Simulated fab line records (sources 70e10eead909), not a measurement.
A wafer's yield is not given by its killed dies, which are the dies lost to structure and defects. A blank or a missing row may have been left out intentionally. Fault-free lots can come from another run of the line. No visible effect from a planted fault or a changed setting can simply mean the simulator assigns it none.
Matching of chambers    flow nandHarc    NHARC_A_STAIRCASE_CMP_450 on cmp-01: 4 sister chambers
The step polishes SiO2, target thk 200 nm. 16 wafers are shown with their chamber, then 8 later ones without.

== WAFERS PAIRED WITH THEIR CHAMBERS ==
wafer   chamber  motorCurrentA (A)
L075.1  1        15.4
L075.4  2        11.9
L075.5  0        12.8
L077.2  1        14.0
L077.4  0        13.3
L077.6  0        13.3
L078.1  1        14.3
L078.3  3        11.6
L078.5  2        12.6
L082.1  0        13.2
L082.5  3        12.2
L082.6  2        12.3
L091.1  2        12.0
L091.3  0        12.8
L091.5  2        12.5
L092.2  0        13.3

SIGNATURES (averages over the wafers above)
reading        chamber 0  chamber 1  chamber 2  chamber 3  scatter within a chamber
motorCurrentA  13.117     14.567     12.260     11.900     0.403
Rule: a wafer's distance from a chamber is the root of the sum, over the readings, of the square of ((its reading less the chamber's mean) divided by the reading's scatter). If the next closest chamber is less than 2 further off than the closest, the wafer can't be placed; otherwise it belongs to the closest. The scatter is the square root of a quotient: the sum, over the shown wafers, of each reading's squared deviation from its chamber's mean, divided by wafers minus chambers.

== WAFERS WITHOUT THEIR CHAMBER ==
wafer   motorCurrentA (A)
L092.5  13.1
L092.6  11.3
L094.3  13.6
L094.4  12.0
L094.6  12.2
L097.1  16.0
L097.4  11.5
L097.5  13.0

== CHAMBER TAKEN BY EACH ==
wafer   from the rows above      in truth
L092.5  0                        0
L092.6  can't be placed: 3 or 2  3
L094.3  can't be placed: 0 or 1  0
L094.4  can't be placed: 3 or 2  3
L094.6  can't be placed: 2 or 3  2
L097.1  1                        1
L097.4  can't be placed: 3 or 2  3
L097.5  can't be placed: 0 or 2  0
Placed correctly: 2 of 8. These rows do not allow placing 6 (true chamber among the candidates in 6). 0 placed wrongly.
